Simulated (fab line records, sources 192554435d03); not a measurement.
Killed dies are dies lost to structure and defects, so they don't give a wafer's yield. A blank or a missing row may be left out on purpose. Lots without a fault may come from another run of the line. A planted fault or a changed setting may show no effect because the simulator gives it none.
Chamber matching | flow n5_finfet | N5_BEOL_M10_ILD_DEP_00 on pecvd-01: 3 sister chambers
The step deposits SiCOH lowk from DEMS/porogen, target thk 308.51 nm, time 58 s. 6 wafers are shown with their chamber, then 7 later ones without.

WAFERS WITH THEIR CHAMBER
wafer  | chamber | throttle_valve_pct (%) | showerhead_plenum_p_Torr (Torr)
L080.1 | 0       | 14.2                   | 5.755
L083.2 | 1       | 13.5                   | 5.728
L083.3 | 2       | 12.7                   | 5.689
L083.6 | 1       | 13.7                   | 5.736
L087.3 | 0       | 13.8                   | 5.759
L087.4 | 2       | 12.9                   | 5.710

WAFERS WITHOUT THEIR CHAMBER
wafer  | throttle_valve_pct (%) | showerhead_plenum_p_Torr (Torr)
L087.6 | 13.7                   | 5.746
L092.3 | 12.7                   | 5.705
L092.5 | 13.4                   | 5.735
L092.6 | 13.1                   | 5.715
L094.1 | 13.2                   | 5.747
L094.5 | 13.0                   | 5.704
L094.6 | 13.5                   | 5.726

WHICH CHAMBER EACH WENT THROUGH
wafer  | from the rows above     | in truth
L087.6 | can't be placed: 1 or 0 | 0
L092.3 | 2                       | 2
L092.5 | 1                       | 1
L092.6 | can't be placed: 2 or 1 | 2
L094.1 | can't be placed: 1 or 0 | 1
L094.5 | 2                       | 2
L094.6 | 1                       | 1
Placed correctly: 4 of 7. Can't be placed from these rows: 3 (the true chamber is among the candidates in 3). Placed wrongly: 0.
How it was worked out, from the rows above alone: a wafer's distance from a chamber is the root of the sum, over the readings, of the square of ((its reading less the chamber's mean) divided by the reading's scatter). The wafer belongs to the nearest chamber; if the next one is less than 2 further off, it can't be placed. A chamber's mean is the mean of its shown wafers. The scatter: the root of (the sum of the squares of (reading less its chamber's mean) over the shown wafers, divided by (wafers less chambers)).
